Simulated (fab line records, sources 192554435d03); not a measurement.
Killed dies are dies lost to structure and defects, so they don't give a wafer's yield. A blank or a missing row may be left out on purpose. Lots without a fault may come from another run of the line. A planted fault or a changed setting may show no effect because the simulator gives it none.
fab line records | flow n5_finfet
record lots=5 wafers=15 last_day=17
route steps=1938 shown MOL_CONTACT_COAG@557
lots that met no fault: from a run of the same line without faults
start_h: hours from the record's first day to the start of the lot's first wafer shown | wait_h: hours since the lot's step before | " the same as in the row above | L1.1+2: a row that stands for several wafers | - no value, or no start given | * or withheld: withheld | < > ~ a bound
route shown NAME@n: a module of which the file shows steps, and the number in the route of the first | usual: mean/standard deviation of fault-free wafers | same: alike in all rows | chamber/n: place in a boat | sites: the reading at each site | _std_site: their standard deviation | _edge_site: outer sites' mean less inner sites' | radius_mm: how far each site lies from the wafer's centre | mask NAME#n: copy n | behind: the tool/chamber that last shaped the wafer | hold: why the lot was held/for how many hours/how that ended | device: the transistor (n, p or np) that didn't switch | end of line: the same wafers' tests at the end of the route | a step without rows: its recipe alone | killed: dies lost to structure and defects at the first sort, not the wafer's yield | map: a wafer's dies, x killed, . not, _ none there
set.NAME: the setting as run; set.NAME@STEP: as run at that earlier step | model.NAME: the simulator's own value behind a step, which no gauge read
lots at some steps of the route; a table a step, a row a wafer
services: from which hour (start_h, from the record's first day; less than 0 if before it) a tool's chamber was out of use, for how many hours, and why
## steps
# step N5_MOL_CONTACT_COAG_WET_ETCH_26
# recipe target=Co target_depth_nm=13
# columns lot.wafer tool chamber start_h wait_h
L081.2+3+6 wet_bench-02 5,4,3 140.24 0.0
L083.1+2+4 wet_bench-02 4,2,7 154.07 0.0
L085.1+5+6 wet_bench-02 2,3,7 162.49 0.0
L091.4+5+6 wet_bench-02 0,2,3 204.80 0.0
L092.2+3+5 wet_bench-02 6,2,7 208.14 0.0
# step N5_MOL_CONTACT_COAG_WET_ETCH_116
# recipe chemistry=SC1-inhibited target_depth_nm=4.6 dry=ipa_marangoni rinse_time_s=30 rinse_temp_c=23
# columns lot.wafer tool chamber start_h wait_h
L081.2+3+6 wet_bench-02 5,4,3 140.39 0.0
L083.1+2+4 wet_bench-02 4,2,7 154.22 0.0
L085.1+5+6 wet_bench-02 2,3,7 162.64 0.0
L091.4+5+6 wet_bench-02 0,2,3 204.95 0.0
L092.2+3+5 wet_bench-02 6,2,7 208.31 0.0
# step N5_MOL_CONTACT_COAG_ALD_27
# recipe material=SiOC target_thk_a=170 temp_c=400 ald_precursor_family=carbosiloxane ald_co_reactant=H2-plasma pulse_time_s=1.5 time_s=2720 purge_time_s=2 co_reactant_purge_time_s=2 ald_cycles=340 pressure_torr=2
# usual heater_power_w=841/76 precursor_pulse_height_rel=1.003/0.019
# columns lot.wafer tool chamber start_h wait_h heater_power_w precursor_pulse_height_rel since_wet_clean_h
L081.2 ald_sin-03 3 140.71 0.0 759 0.995 317
L081.3 " 0 " " 726 0.966 317
L081.6 " 2 " " 831 1.009 -
L083.1 ald_sin-01 2 154.54 0.0 883 0.981 229
L083.2 " 1 " " 814 0.997 229
L083.4 " 0 " " 957 1.032 229
L085.1 ald_sin-03 1 162.96 0.0 820 0.987 339
L085.5 " 2 " " 809 0.994 -
L085.6 " 3 " " 733 0.969 -
L091.4 ald_sin-01 3 205.27 0.0 877 1.004 280
L091.5 " 1 " " 809 0.998 -
L091.6 " 0 " " 974 0.998 -
L092.2 ald_sin-04 3 208.65 0.0 714 1.013 110
L092.3 " 0 " " 954 0.994 110
L092.5 " 1 " " 867 0.982 -
# step N5_MOL_CONTACT_COAG_CMP_28
# recipe stop_on=SiNx t_overpolish_s=0.85 post_cmp_clean=alkaline_brush down_force_psi=4.15 platen_rpm=51.8 pad_velocity_m_s=1.0307 target_thk_nm=14.522
# usual motor_current_A=12.4/1.4 pad_life_wafers=795/610 time_to_endpoint_s=4.1/2
# same t_overpolish_s=0.85
# columns lot.wafer tool chamber start_h wait_h motor_current_A pad_life_wafers time_to_endpoint_s
L081.3 cmp-03 2 142.37 0.9 11.4 68 4.1
L081.2 " 3 " " 13.2 69 4.9
L081.6 " 1 " " 12.8 - 5.2
L083.2 cmp-01 1 156.15 0.8 10.4 841 5.2
L083.4 " 2 " " 14.2 842 3.9
L083.1 " 3 " " 12.8 843 5.6
L085.1 cmp-03 2 164.65 0.9 11.6 99 7.5
L085.5 " 3 " " 13.4 - 6.0
L085.6 " 0 " " 12.9 - 4.6
L091.4 cmp-03 1 206.92 0.9 12.2 338 3.2
L091.6 " 3 " " 12.7 - 3.5
L091.5 " 0 " " 12.2 - 2.6
L092.3 cmp-03 1 210.30 0.9 12.2 368 5.8
L092.2 " 2 " " 10.9 369 1.6
L092.5 " 3 " " 12.7 - 4.7
# step N5_MOL_CONTACT_COAG_THK_MEAS_29
# recipe reads=SiNx_of_GATE_CUT_PECVD_57+SiNx_of_GATE_CUT_SAC_CAP_01
# usual MD_CAP_THK=17.92/0.094
# columns lot.wafer tool chamber start_h wait_h MD_CAP_THK[nm]
L081.2 film_metro-01 - 142.59 - 17.87
L081.3 " - " " 17.92
L081.6 " - " " 17.95
L083.1 film_metro-01 - 156.40 - 17.96
L083.2 " - " " 18.00
L083.4 " - " " 17.97
L085.1 film_metro-01 - 164.83 - 17.93
L085.5 " - " " 17.84
L085.6 " - " " 17.72
L091.4 film_metro-01 - 207.14 - 17.91
L091.5 " - " " 17.91
L091.6 " - " " 18.02
L092.2 film_metro-02 - 210.52 - 17.95
L092.3 " - " " 17.96
L092.5 " - " " 17.94
# step N5_MOL_CONTACT_COAG_ALD_123
# recipe material=SiNx target_thk_a=50 temp_c=400 ald_precursor_family=SiH2I2 ald_co_reactant=N2/H2-plasma pulse_time_s=1 purge_time_s=2 co_reactant_purge_time_s=2 ald_cycles=100 pressure_torr=2
# usual heater_power_w=839/75 precursor_pulse_height_rel=0.998/0.022
# columns lot.wafer tool chamber start_h wait_h heater_power_w precursor_pulse_height_rel since_wet_clean_h
L081.2 ald_sin-03 0 143.25 0.7 739 0.985 319
L081.3 " 1 " " 806 1.005 319
L081.6 " 3 " " 733 1.018 -
L083.1 ald_sin-04 1 156.44 0.0 856 1.012 57
L083.2 " 0 " " 963 0.997 57
L083.4 " 2 " " 851 0.973 57
L085.1 ald_sin-03 3 164.86 0.0 747 1.003 341
L085.5 " 3 " " 768 1.001 -
L085.6 " 2 " " 811 0.952 -
L091.4 ald_sin-01 1 207.36 0.2 811 1.004 281
L091.5 " 0 " " 987 1.040 -
L091.6 " 3 " " 852 1.024 -
L092.2 ald_sin-01 2 210.55 0.0 880 0.962 285
L092.3 " 0 " " 938 1.016 285
L092.5 " 2 " " 889 1.016 -
# step N5_MOL_CONTACT_COAG_PECVD_31
# recipe material=SiO2 target_thk_a=460 temp_c=400 precursor=TEOS/O2 pressure_torr=6.5 rf_w=withheld teos_flow_sccm=withheld gas=O2 flow_sccm=2650 time_s=8.9
# columns lot.wafer tool chamber start_h wait_h since_wet_clean_h
L081.2 pecvd-01 0 143.76 0.3 1210
L081.3 " 2 " " 456
L081.6 " 2 " " -
L083.1 pecvd-03 1 156.95 0.3 1767
L083.2 " 0 " " 1042
L083.4 " 1 " " -
L085.1 pecvd-01 1 165.38 0.3 1957
L085.5 " 2 " " -
L085.6 " 0 " " -
L091.4 pecvd-04 1 207.88 0.3 -
L091.5 " 2 " " -
L091.6 " 0 " " -
L092.2 pecvd-03 2 211.06 0.3 342
L092.3 " 1 " " 1821
L092.5 " 1 " " -
# step N5_MOL_CONTACT_COAG_COAT_75
# recipe resist=SOC temp_c=250 time_s=60 spin_rpm=1500 resist_thk_nm=60
# usual exhaust_pa=45.0/0.85
# columns lot.wafer tool chamber start_h wait_h exhaust_pa
L081.2 litho_track-03 0 143.81 0.0 44.6
L081.3 " 0 " " 44.9
L081.6 " 0 " " 45.4
L083.1 litho_track-02 0 157.02 0.1 45.3
L083.2 " 0 " " 44.3
L083.4 " 0 " " 45.3
L085.1 litho_track-03 0 168.71 3.3 47.2
L085.5 " 0 " " 47.5
L085.6 " 0 " " 45.7
L091.4 litho_track-03 0 207.93 0.0 45.4
L091.5 " 0 " " 44.6
L091.6 " 0 " " 45.6
L092.2 litho_track-02 0 211.11 0.0 45.6
L092.3 " 0 " " 45.7
L092.5 " 0 " " 44.8
# step N5_MOL_CONTACT_COAG_COAT_76
# recipe resist=SiARC temp_c=220 time_s=60 spin_rpm=1500 resist_thk_nm=10
# usual exhaust_pa=44.9/0.86
# columns lot.wafer tool chamber start_h wait_h exhaust_pa
L081.2 litho_track-03 0 - - 44.3
L081.3 " 0 " " 44.3
L081.6 " 0 " " 44.5
L083.1 litho_track-02 0 - - 46.0
L083.2 " 0 " " 45.2
L083.4 " 0 " " 45.5
L085.1 litho_track-03 0 - - 43.7
L085.5 " 0 " " 44.7
L085.6 " 0 " " 44.2
L091.4 litho_track-03 0 - - 43.2
L091.5 " 0 " " 46.2
L091.6 " 0 " " 43.7
L092.2 litho_track-02 0 - - 43.5
L092.3 " 0 " " 45.0
L092.5 " 0 " " 44.3
# step N5_MOL_CONTACT_COAG_COAT_77
# recipe resist=underlayer temp_c=205 time_s=60 spin_rpm=1500 resist_thk_nm=10
# usual exhaust_pa=44.9/0.96
# columns lot.wafer tool chamber start_h wait_h exhaust_pa
L081.2 litho_track-03 0 - - 43.8
L081.3 " 0 " " 44.7
L081.6 " 0 " " 44.2
L083.1 litho_track-02 0 - - 43.0
L083.2 " 0 " " 43.7
L083.4 " 0 " " 44.2
L085.1 litho_track-03 0 - - 45.4
L085.5 " 0 " " 44.6
L085.6 " 0 " " 45.1
L091.4 litho_track-03 0 - - 45.3
L091.5 " 0 " " 46.6
L091.6 " 0 " " 45.8
L092.2 litho_track-02 0 - - 44.9
L092.3 " 0 " " 44.5
L092.5 " 0 " " 44.9
# step N5_MOL_CONTACT_COAG_COAT_78
# recipe resist=CAR-EUV spin_rpm=1500 resist_thk_nm=40
# usual exhaust_pa=45.3/0.97
# columns lot.wafer tool chamber start_h wait_h exhaust_pa
L081.2 litho_track-03 0 - - 44.7
L081.3 " 0 " " 46.0
L081.6 " 0 " " 46.0
L083.1 litho_track-02 0 - - 45.3
L083.2 " 0 " " 45.8
L083.4 " 0 " " 45.6
L085.1 litho_track-03 0 - - 44.1
L085.5 " 0 " " 42.6
L085.6 " 0 " " 45.1
L091.4 litho_track-03 0 - - 47.0
L091.5 " 0 " " 46.3
L091.6 " 0 " " 46.1
L092.2 litho_track-02 0 - - 46.4
L092.3 " 0 " " 45.6
L092.5 " 0 " " 46.4
# step N5_MOL_CONTACT_COAG_EBR_80
# recipe solvent=PGMEA ebr_width_mm=1.5
# usual exhaust_pa=45.1/0.83
# columns lot.wafer tool chamber start_h wait_h exhaust_pa
L081.2 litho_track-03 0 - - 44.9
L081.3 " 0 " " 45.0
L081.6 " 0 " " 45.3
L083.1 litho_track-02 0 - - 45.9
L083.2 " 0 " " 45.4
L083.4 " 0 " " 44.3
L085.1 litho_track-03 0 - - 45.5
L085.5 " 0 " " 45.7
L085.6 " 0 " " 44.0
L091.4 litho_track-03 0 - - 44.0
L091.5 " 0 " " 44.1
L091.6 " 0 " " 43.4
L092.2 litho_track-02 0 - - 46.3
L092.3 " 0 " " 45.8
L092.5 " 0 " " 45.8
# step N5_MOL_CONTACT_COAG_SOFTBAKE_79
# recipe temp_c=110 time_s=60 resist=CAR-EUV
# usual exhaust_pa=44.9/0.88
# columns lot.wafer tool chamber start_h wait_h exhaust_pa
L081.2 litho_track-03 0 - - 45.3
L081.3 " 0 " " 44.4
L081.6 " 0 " " 43.9
L083.1 litho_track-02 0 - - 44.6
L083.2 " 0 " " 45.7
L083.4 " 0 " " 46.5
L085.1 litho_track-03 0 - - 44.5
L085.5 " 0 " " 44.2
L085.6 " 0 " " 43.9
L091.4 litho_track-03 0 - - 45.0
L091.5 " 0 " " 44.0
L091.6 " 0 " " 44.9
L092.2 litho_track-02 0 - - 44.0
L092.3 " 0 " " 44.7
L092.5 " 0 " " 45.1
# step N5_MOL_CONTACT_COAG_EXPOSE_81
# recipe mask_id=VG na=0.33 source_shape=annular sigma_inner=0.3 sigma_outer=0.7 polarization=unpolarized defocus_nm=0 dose_mj=59.5
# usual stage_msd_nm=0.844/0.012
# same na=0.33
# columns lot.wafer tool chamber start_h wait_h mask stage_msd_nm
L081.2 euv_scanner-02 0 143.96 - VG#0 0.851
L081.3 " 0 " " VG#0 0.853
L081.6 " 0 " " VG#0 0.852
L083.1 euv_scanner-02 0 157.15 - VG#0 0.852
L083.2 " 0 " " VG#0 0.850
L083.4 " 0 " " VG#0 0.851
L085.1 euv_scanner-02 0 169.34 - VG#0 0.850
L085.5 " 0 " " VG#0 0.847
L085.6 " 0 " " VG#0 0.847
L091.4 euv_scanner-02 0 208.09 - VG#0 0.834
L091.5 " 0 " " VG#0 0.830
L091.6 " 0 " " VG#0 0.831
L092.2 euv_scanner-02 0 211.26 - VG#0 0.829
L092.3 " 0 " " VG#0 0.830
L092.5 " 0 " " VG#0 0.828
# step N5_MOL_CONTACT_COAG_PEB_82
# recipe peb_temp_c=100 peb_time_s=60 resist=CAR-EUV
# usual exhaust_pa=44.8/1.1
# columns lot.wafer tool chamber start_h wait_h exhaust_pa
L081.2 litho_track-03 0 144.03 0.1 46.8
L081.3 " 0 " " 45.7
L081.6 " 0 " " 44.0
L083.1 litho_track-02 0 157.23 0.1 44.8
L083.2 " 0 " " 45.0
L083.4 " 0 " " 44.3
L085.1 litho_track-03 0 169.42 0.1 44.2
L085.5 " 0 " " 44.3
L085.6 " 0 " " 44.3
L091.4 litho_track-05 0 208.14 0.0 44.6
L091.5 " 0 " " 44.6
L091.6 " 0 " " 43.3
L092.2 litho_track-05 0 211.33 0.1 45.4
L092.3 " 0 " " 45.5
L092.5 " 0 " " 44.4
# step N5_MOL_CONTACT_COAG_DEVELOP_83
# recipe develop_time_s=30 developer=TMAH resist=CAR-EUV rinse_liquid=surfactant_rinse dry=air_spin dev_temp_c=23
# usual exhaust_pa=44.8/0.84
# columns lot.wafer tool chamber start_h wait_h exhaust_pa
L081.2 litho_track-03 0 - - 44.8
L081.3 " 0 " " 45.3
L081.6 " 0 " " 46.2
L083.1 litho_track-02 0 - - 45.2
L083.2 " 0 " " 44.5
L083.4 " 0 " " 45.1
L085.1 litho_track-03 0 - - 44.5
L085.5 " 0 " " 45.6
L085.6 " 0 " " 45.5
L091.4 litho_track-05 0 - - 45.4
L091.5 " 0 " " 46.1
L091.6 " 0 " " 45.3
L092.2 litho_track-05 0 - - 45.6
L092.3 " 0 " " 45.3
L092.5 " 0 " " 45.3
# step N5_MOL_CONTACT_COAG_CD_MEAS_84
# recipe target_cd_nm=25.1 landing_energy_ev=500 detector=se_inlens polarity=opening
# usual cd_nm=25.19/0.26
# columns lot.wafer tool chamber start_h wait_h cd_nm
L081.2 cd_sem-02 0 144.10 - 25.17
L081.3 " 0 " " 25.52
L081.6 " 0 " " 25.13
L083.1 cd_sem-01 0 157.30 - 25.34
L083.2 " 0 " " 24.86
L083.4 " 0 " " 25.21
L085.1 cd_sem-02 0 169.48 - 25.50
L085.5 " 0 " " 25.45
L085.6 " 0 " " 25.50
L091.4 cd_sem-03 0 208.21 - 25.00
L091.5 " 0 " " 25.72
L091.6 " 0 " " 24.70
L092.2 cd_sem-03 0 211.40 - 25.03
L092.3 " 0 " " 25.26
L092.5 " 0 " " 25.17
# step N5_MOL_CONTACT_COAG_OVL_MEAS_85
# recipe points_per_wafer=522
# usual VG_OVL=-0.3/0.68
# columns lot.wafer tool chamber start_h wait_h VG_OVL[nm]
L081.2 overlay-01 0 144.13 0.0 -0.6
L081.3 " 0 " " -1.0
L081.6 " 0 " " -0.8
L083.1 overlay-02 0 157.33 0.0 -0.4
L083.2 " 0 " " -1.1
L083.4 " 0 " " -0.8
L085.1 overlay-01 0 169.51 0.0 0.9
L085.5 " 0 " " 0.4
L085.6 " 0 " " 1.0
L091.4 overlay-01 0 208.26 0.0 0.2
L091.5 " 0 " " 0.7
L091.6 " 0 " " 0.8
L092.2 overlay-02 0 211.43 0.0 0.1
L092.3 " 0 " " -0.5
L092.5 " 0 " " -1.2
# step N5_MOL_CONTACT_COAG_INSPECT_57
# recipe mode=adi inspect_instrument=brightfield
# usual raw_defect_count=215/54
# columns lot.wafer tool chamber start_h wait_h raw_defect_count
L081.2 defect_inspect-02 - 144.18 0.0 134
L081.3 " - " " 136
L081.6 " - " " 170
L083.1 defect_inspect-02 - 157.39 0.1 218
L083.2 " - " " 172
L083.4 " - " " 174
L085.1 defect_inspect-02 - 169.57 0.1 186
L085.5 " - " " 283
L085.6 " - " " 188
L091.4 defect_inspect-02 - 208.30 0.0 230
L091.5 " - " " 201
L091.6 " - " " 252
L092.2 defect_inspect-02 - 211.48 0.0 184
L092.3 " - " " 188
L092.5 " - " " 193
# step N5_MOL_CONTACT_COAG_DESCUM_88
# recipe chemistry=O2 time_s=7 source_power_w=50 bias_power_w=20 pressure_mtorr=20 rf_frequency_hz=2.712e+07 temp_c=40 resist=CAR-EUV o2_flow_sccm=225
# usual chamber_pressure_mTorr=20.001/0.018 drypump_motor_current_A=5.7/0.43 o2_flow_sccm=225.0/0.65 oes_product_au=0.79/0.092 rf_vpp_V=243.0/1.4 showerhead_plenum_p_Torr=2.08/0.07 throttle_valve_pct=20.48/0.29
# columns lot.wafer tool chamber start_h wait_h chamber_pressure_mTorr drypump_motor_current_A o2_flow_sccm oes_product_au rf_hours_counter_h rf_vpp_V showerhead_plenum_p_Torr throttle_valve_pct
L081.2 rie_diel-06 0 144.22 0.0 19.994 6.5 224.6 0.78 118 241.4 2.03 20.50
L081.3 " 2 " " 20.008 5.3 224.5 0.69 242 244.6 2.16 20.63
L081.6 " 3 " " 20.008 5.6 225.2 0.95 - 243.3 2.04 20.45
L083.1 rie_diel-01 2 157.42 0.0 20.006 5.8 225.0 0.70 195 242.0 2.08 20.57
L083.2 " 3 " " 19.978 5.4 224.4 0.73 188 243.3 2.09 20.51
L083.4 " 0 " " 20.023 5.5 224.9 0.75 168 244.9 2.16 20.31
L085.1 rie_diel-06 0 170.10 0.5 19.989 6.5 226.4 0.76 127 242.4 2.02 20.51
L085.5 " 3 " " 19.960 5.5 225.0 0.92 - 242.6 2.03 20.47
L085.6 " 1 " " 20.004 5.5 225.3 0.96 - 242.1 2.03 19.86
L091.4 rie_diel-01 1 208.41 0.1 19.998 5.3 224.1 0.71 226 242.7 2.00 21.07
L091.5 " 1 " " 20.040 5.3 224.2 0.70 - 240.2 2.00 21.07
L091.6 " 2 " " 19.968 5.8 225.7 0.69 - 243.9 2.07 20.61
L092.2 rie_diel-06 1 211.52 0.0 20.001 5.5 225.5 0.91 24 243.3 2.03 19.89
L092.3 " 2 " " 20.008 5.3 225.2 0.96 8 244.9 2.15 20.30
L092.5 " 1 " " 19.991 5.4 224.3 0.91 - 241.8 2.03 19.89
# step N5_MOL_CONTACT_COAG_ETCH_89
# recipe chemistry=N2/H2 target=underlayer target_depth_a=130 mask_material=CAR-EUV time_s=10.4 ion_energy_ev=200 pressure_mtorr=30 source_w=840 bias_w=150 n2_flow_sccm=200 h2_flow_sccm=200 ends=cleared
# usual chamber_pressure_mTorr=30.00/0.032 drypump_motor_current_A=5.7/0.43 etch_rf_on_time_s=10.50/0.2 oes_product_au=0.67/0.078 rf_vpp_V=523.5/2.7 showerhead_plenum_p_Torr=2.53/0.09 throttle_valve_pct=17.91/0.28
# columns lot.wafer tool chamber start_h wait_h chamber_pressure_mTorr drypump_motor_current_A etch_rf_on_time_s oes_product_au rf_hours_counter_h rf_vpp_V showerhead_plenum_p_Torr throttle_valve_pct
L081.2 rie_diel-06 0 144.25 0.0 30.01 6.5 10.58 0.67 118 522.1 2.46 17.79
L081.3 " 2 " " 29.99 5.4 10.61 0.58 242 526.4 2.60 18.03
L081.6 " 3 " " 29.99 5.5 10.12 0.82 - 523.2 2.50 18.02
L083.1 rie_diel-01 2 157.45 0.0 30.03 5.8 10.77 0.60 195 523.3 2.53 17.97
L083.2 " 3 " " 29.95 5.5 10.52 0.63 188 522.6 2.51 17.79
L083.4 " 0 " " 29.95 5.5 10.82 0.62 168 526.6 2.65 17.97
L085.1 rie_diel-06 0 170.13 0.0 30.01 6.5 10.58 0.66 127 522.6 2.45 17.81
L085.5 " 3 " " 29.97 5.5 10.14 0.80 - 522.8 2.49 18.04
L085.6 " 1 " " 30.07 5.4 10.24 0.81 - 523.9 2.50 17.47
L091.4 rie_diel-01 1 208.45 0.0 29.98 5.3 10.26 0.60 226 519.0 2.41 18.41
L091.5 " 1 " " 29.97 5.3 10.36 0.60 - 522.2 2.41 18.42
L091.6 " 2 " " 30.02 5.8 10.69 0.59 - 524.0 2.52 18.00
L092.2 rie_diel-06 1 211.55 0.0 30.02 5.5 10.30 0.77 24 523.4 2.50 17.50
L092.3 " 2 " " 30.01 5.3 10.37 0.81 8 526.0 2.60 17.64
L092.5 " 1 " " 30.03 5.5 10.29 0.77 - 522.3 2.50 17.51
# step N5_MOL_CONTACT_COAG_ETCH_90
# recipe chemistry=CF4 target=SiARC target_depth_a=130 mask_material=CAR-EUV time_s=21.7 ion_energy_ev=80 pressure_mtorr=40 source_w=545 bias_w=36 Ar_flow_sccm=100 cf4_flow_sccm=100 ends=cleared
# usual chamber_pressure_mTorr=39.98/0.18 drypump_motor_current_A=5.7/0.43 etch_rf_on_time_s=21.9/0.4 oes_product_au=0.67/0.078 rf_vpp_V=184.1/1.2 showerhead_plenum_p_Torr=2.13/0.07 throttle_valve_pct=15.65/0.28
# columns lot.wafer tool chamber start_h wait_h chamber_pressure_mTorr drypump_motor_current_A etch_rf_on_time_s oes_product_au rf_hours_counter_h rf_vpp_V showerhead_plenum_p_Torr throttle_valve_pct
L081.2 rie_diel-06 0 144.27 0.0 39.99 6.5 22.5 0.65 118 183.9 2.08 15.64
L081.3 " 2 " " 40.04 5.3 22.2 0.59 242 184.3 2.18 15.75
L081.6 " 3 " " 40.00 5.6 21.4 0.81 - 184.0 2.11 15.68
L083.1 rie_diel-01 2 157.47 0.0 40.03 5.8 22.4 0.60 195 184.3 2.13 15.75
L083.2 " 3 " " 39.93 5.5 21.7 0.62 188 184.8 2.11 15.55
L083.4 " 0 " " 39.91 5.5 22.3 0.62 168 184.1 2.23 15.65
L085.1 rie_diel-06 0 170.15 0.0 39.97 6.5 22.3 0.66 127 182.7 2.07 15.65
L085.5 " 3 " " 40.01 5.5 21.4 0.79 - 182.9 2.10 15.70
L085.6 " 1 " " 40.04 5.5 21.6 0.80 - 184.2 2.09 15.07
L091.4 rie_diel-01 1 208.47 0.0 39.98 5.3 21.4 0.60 226 182.8 2.04 16.17
L091.5 " 1 " " 39.99 5.4 21.5 0.60 - 183.6 2.04 16.17
L091.6 " 2 " " 40.01 5.8 22.3 0.59 - 184.8 2.12 15.81
L092.2 rie_diel-06 1 211.57 0.0 39.95 5.5 21.5 0.77 24 184.9 2.08 15.10
L092.3 " 2 " " 39.99 5.3 21.6 0.80 8 185.3 2.18 15.30
L092.5 " 1 " " 39.96 5.5 21.5 0.77 - 183.5 2.08 15.10
# step N5_MOL_CONTACT_COAG_ALD_131
# recipe material=SiO2 target_thk_a=50 temp_c=100 ald_precursor_family=BDEAS ald_co_reactant=O2-plasma pulse_time_s=1 co_reactant_pulse_time_s=1 purge_time_s=2 co_reactant_purge_time_s=2 ald_cycles=35 pressure_torr=2
# usual heater_power_w=78/7.2 precursor_pulse_height_rel=1.000/0.019
# columns lot.wafer tool chamber start_h wait_h heater_power_w precursor_pulse_height_rel since_wet_clean_h
L081.2 ald_sin-04 3 144.35 0.1 67 1.027 45
L081.3 " 0 " " 90 1.032 45
L081.6 " 3 " " 66 0.967 -
L083.1 ald_sin-03 0 157.55 0.1 69 0.990 333
L083.2 " 2 " " 76 0.994 333
L083.4 " 1 " " 75 0.991 333
L085.1 ald_sin-04 1 170.23 0.1 81 1.000 71
L085.5 " 1 " " 80 0.992 -
L085.6 " 0 " " 88 0.992 -
L091.4 ald_sin-01 3 208.55 0.1 79 1.002 282
L091.5 " 3 " " 80 1.014 -
L091.6 " 2 " " 82 1.018 -
L092.2 ald_sin-01 0 211.65 0.1 88 0.998 286
L092.3 " 3 " " 82 0.988 286
L092.5 " 0 " " 89 1.026 -
# step N5_MOL_CONTACT_COAG_ETCHBACK_132
# recipe chemistry=CHF3 target=SiO2 target_depth_a=100 time_s=6.7 ion_energy_ev=200 pressure_mtorr=30 source_w=610 bias_w=170 Ar_flow_sccm=200 CHF3_flow_sccm=50
# usual chamber_pressure_mTorr=29.99/0.036 drypump_motor_current_A=5.7/0.42 oes_product_au=0.79/0.096 rf_vpp_V=526/7.2 showerhead_plenum_p_Torr=2.38/0.089 throttle_valve_pct=18.77/0.23
# columns lot.wafer tool chamber start_h wait_h chamber_pressure_mTorr drypump_motor_current_A oes_product_au rf_hours_counter_h rf_vpp_V showerhead_plenum_p_Torr throttle_valve_pct
L081.2 rie_diel-03 3 144.58 0.2 29.99 6.6 0.85 60 535 2.51 18.52
L081.3 " 1 " " 30.00 5.6 0.70 236 522 2.46 19.15
L081.6 " 1 " " 29.97 5.7 0.69 - 521 2.46 19.16
L083.1 rie_diel-03 1 157.83 0.2 29.99 5.7 0.69 240 521 2.46 19.16
L083.2 " 3 " " 29.94 6.6 0.84 65 534 2.51 18.54
L083.4 " 2 " " 30.00 5.7 0.95 5 531 2.54 18.74
L085.1 rie_diel-01 0 170.48 0.2 30.02 5.5 0.73 173 527 2.47 18.74
L085.5 " 2 " " 29.95 5.8 0.70 - 513 2.36 18.86
L085.6 " 3 " " 30.01 5.5 0.73 - 525 2.36 18.70
L091.4 rie_diel-01 1 208.73 0.1 30.01 5.3 0.70 226 520 2.26 19.25
L091.5 " 3 " " 29.98 5.5 0.72 - 524 2.35 18.70
L091.6 " 0 " " 29.99 5.5 0.73 - 527 2.46 18.78
L092.2 rie_diel-06 3 211.83 0.1 30.02 5.5 0.88 32 523 2.34 18.93
L092.3 " 1 " " 30.01 5.5 0.91 24 517 2.32 18.25
L092.5 " 1 " " 30.01 5.5 0.90 - 515 2.32 18.24
# step N5_MOL_CONTACT_COAG_ETCH_91
# recipe chemistry=N2/H2 target=SOC target_depth_a=600 overetch_a=210 mask_material=SiARC temp_c=40 time_s=101.2 ion_energy_ev=200 pressure_mtorr=30 source_w=840 bias_w=150 n2_flow_sccm=200 h2_flow_sccm=200
# usual chamber_pressure_mTorr=30.00/0.034 drypump_motor_current_A=5.7/0.43 oes_product_au=0.66/0.077 rf_vpp_V=523.9/2.9 showerhead_plenum_p_Torr=2.55/0.097 throttle_valve_pct=17.87/0.26
# columns lot.wafer tool chamber start_h wait_h chamber_pressure_mTorr drypump_motor_current_A oes_product_au rf_hours_counter_h rf_vpp_V showerhead_plenum_p_Torr throttle_valve_pct
L081.2 rie_diel-03 3 144.61 0.0 30.03 6.6 0.71 60 527.5 2.67 17.44
L081.3 " 1 " " 30.01 5.7 0.58 236 526.0 2.63 18.37
L081.6 " 1 " " 30.03 5.7 0.59 - 525.1 2.63 18.37
L083.1 rie_diel-03 1 157.86 0.0 29.94 5.7 0.59 240 525.6 2.63 18.36
L083.2 " 3 " " 29.98 6.6 0.71 65 528.4 2.67 17.45
L083.4 " 2 " " 30.03 5.8 0.80 5 527.8 2.71 17.80
L085.1 rie_diel-01 0 170.51 0.0 30.00 5.5 0.62 173 524.5 2.64 17.95
L085.5 " 2 " " 30.00 5.8 0.60 - 524.2 2.53 17.94
L085.6 " 3 " " 30.00 5.5 0.61 - 523.0 2.51 17.79
L091.4 rie_diel-01 1 208.76 0.0 30.02 5.4 0.58 226 520.3 2.41 18.38
L091.5 " 3 " " 30.00 5.5 0.61 - 523.1 2.51 17.80
L091.6 " 0 " " 30.04 5.5 0.61 - 526.6 2.64 17.98
L092.2 rie_diel-06 3 211.86 0.0 30.00 5.6 0.73 32 521.1 2.48 18.01
L092.3 " 1 " " 29.99 5.5 0.75 24 522.6 2.50 17.47
L092.5 " 1 " " 30.04 5.5 0.74 - 519.8 2.50 17.46
# step N5_MOL_CONTACT_COAG_STRIP_92
# recipe chemistry=N2/H2 temp_c=40 n2_flow_sccm=200 h2_flow_sccm=200 rf_frequency_hz=6e+07
# columns lot.wafer tool chamber start_h wait_h
L081.2+3+6 rie_diel-03 3,1,1 144.68 0.0
L083.1+2+4 rie_diel-03 1,3,2 157.93 0.0
L085.1+5+6 rie_diel-01 0,2,3 170.58 0.0
L091.4+5+6 rie_diel-01 1,3,0 208.83 0.0
L092.2+3+5 rie_diel-06 3,1,1 211.93 0.0
# step N5_MOL_CONTACT_COAG_STRIP_93
# recipe chemistry=N2/H2 temp_c=40 n2_flow_sccm=200 h2_flow_sccm=200 rf_frequency_hz=6e+07
# columns lot.wafer tool chamber start_h wait_h
L081.2+3+6 rie_diel-03 3,1,1 144.69 0.0
L083.1+2+4 rie_diel-03 1,3,2 157.94 0.0
L085.1+5+6 rie_diel-01 0,2,3 170.59 0.0
L091.4+5+6 rie_diel-01 1,3,0 208.84 0.0
L092.2+3+5 rie_diel-06 3,1,1 211.94 0.0
## services
# columns tool chamber start_h hours kind
ald_sin-03 1 117.65 21.3 repair
euv_scanner-02 - 123.72 1.0 pm
rie_diel-06 - 127.09 0.4 repair
cmp-03 - 127.78 4.0 pm
rie_diel-06 1 130.24 - clean
rie_diel-06 1 130.24 - consumable_replace:focus_ring
rie_diel-06 1 130.24 18.3 scheduled_down
pecvd-03 1 132.31 3.7 repair
cmp-03 - 144.78 18.1 pm
pecvd-01 - 145.35 0.5 repair
pecvd-03 2 154.16 5.0 repair
pecvd-01 - 157.26 0.6 repair
ald_sin-04 3 162.91 8.3 repair
cmp-03 - 166.26 1.2 repair
cmp-03 - 171.73 1.7 repair
ald_sin-03 - 177.52 14.0 pm
rie_diel-03 2 177.94 5.5 repair
cmp-03 - 183.05 3.6 repair
euv_scanner-02 - 186.36 0.5 repair
euv_scanner-02 - 193.91 1.0 pm
litho_track-03 - 197.49 - consumable_replace:filter
rie_diel-06 0 200.50 16.6 repair
rie_diel-03 - 205.84 0.2 repair
ald_sin-03 0 209.43 8.8 repair
## key
fault none
